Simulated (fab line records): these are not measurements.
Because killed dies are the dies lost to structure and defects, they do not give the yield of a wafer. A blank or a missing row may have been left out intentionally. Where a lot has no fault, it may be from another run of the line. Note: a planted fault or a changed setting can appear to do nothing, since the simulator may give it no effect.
Matching of chambers + flow n5-finfet + N5_FIN_SAQP_SPACER1_ALD_24 on ald-sin-03: 4 sister chambers
The step deposits SiO2, target thk 20.3 nm, pulse time 1 s, purge time 2 s. 24 wafers are shown with their chamber, then 12 later ones without.

== WAFERS PAIRED WITH THEIR CHAMBERS ==
| wafer  | chamber | heater-power-w (W) | precursor-pulse-height-rel |
|--------|---------|--------------------|----------------------------|
| L075.1 | 0       | 435                | 0.983                      |
| L075.2 | 1       | 489                | 1.031                      |
| L075.6 | 0       | 430                | 1.019                      |
| L077.1 | 3       | 555                | 1.003                      |
| L077.3 | 2       | 407                | 1.003                      |
| L077.6 | 0       | 424                | 1.005                      |
| L080.3 | 2       | 403                | 1.020                      |
| L080.4 | 0       | 419                | 1.021                      |
| L080.5 | 3       | 539                | 0.996                      |
| L081.1 | 3       | 544                | 1.019                      |
| L081.2 | 1       | 506                | 0.988                      |
| L081.5 | 0       | 425                | 0.994                      |
| L085.3 | 0       | 423                | 0.995                      |
| L085.4 | 2       | 412                | 0.994                      |
| L085.5 | 0       | 431                | 0.981                      |
| L088.2 | 3       | 539                | 1.018                      |
| L088.3 | 0       | 435                | 1.007                      |
| L088.6 | 0       | 425                | 0.986                      |
| L093.1 | 2       | 407                | 1.000                      |
| L093.2 | 3       | 547                | 0.967                      |
| L093.3 | 1       | 505                | 0.998                      |
| L093.4 | 0       | 434                | 1.013                      |
| L093.5 | 0       | 425                | 1.022                      |
| L093.6 | 3       | 533                | 0.982                      |

SIGNATURES (means of the wafers above)
| reading                    | chamber 0 | chamber 1 | chamber 2 | chamber 3 | scatter within a chamber |
|----------------------------|-----------|-----------|-----------|-----------|--------------------------|
| heater-power-w             | 427.82    | 500.00    | 407.25    | 542.83    | 6.37                     |
| precursor-pulse-height-rel | 1.00236   | 1.00567   | 1.00425   | 0.99750   | 0.0171                   |
Rule: for a wafer and a chamber, the distance is found by dividing, reading by reading, the gap between the wafer's reading and the chamber's mean by the reading's scatter, squaring, summing and taking the root. If the next closest chamber is less than 2 further off than the closest, the wafer can't be placed; otherwise it belongs to the closest. How the scatter is found: for the shown wafers, subtract from each reading the mean of its chamber, square and add these, divide the total by (wafers less chambers), then take the root.

== WAFERS WITH NO CHAMBER GIVEN ==
| wafer  | heater-power-w (W) | precursor-pulse-height-rel |
|--------|--------------------|----------------------------|
| L094.3 | 429                | 0.977                      |
| L094.4 | 492                | 0.994                      |
| L094.6 | 416                | 0.981                      |
| L095.1 | 497                | 1.035                      |
| L095.2 | 434                | 0.995                      |
| L095.3 | 544                | 0.996                      |
| L095.4 | 412                | 0.994                      |
| L095.5 | 524                | 1.017                      |
| L095.6 | 428                | 0.999                      |
| L097.1 | 436                | 1.005                      |
| L097.4 | 406                | 0.991                      |
| L097.5 | 415                | 1.024                      |

== WHICH CHAMBER EACH WENT THROUGH ==
| wafer  | from the rows above     | in truth |
|--------|-------------------------|----------|
| L094.3 | 0                       | 0        |
| L094.4 | 1                       | 1        |
| L094.6 | can't be placed: 2 or 0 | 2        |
| L095.1 | 1                       | 1        |
| L095.2 | 0                       | 0        |
| L095.3 | 3                       | 3        |
| L095.4 | can't be placed: 2 or 0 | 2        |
| L095.5 | can't be placed: 3 or 1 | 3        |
| L095.6 | 0                       | 0        |
| L097.1 | 0                       | 0        |
| L097.4 | 2                       | 2        |
| L097.5 | can't be placed: 2 or 0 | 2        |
Correctly placed: 8 of 12. Cannot be placed on the basis of these rows: 4; the candidates contain the true chamber in 4. Number placed wrongly: 0.
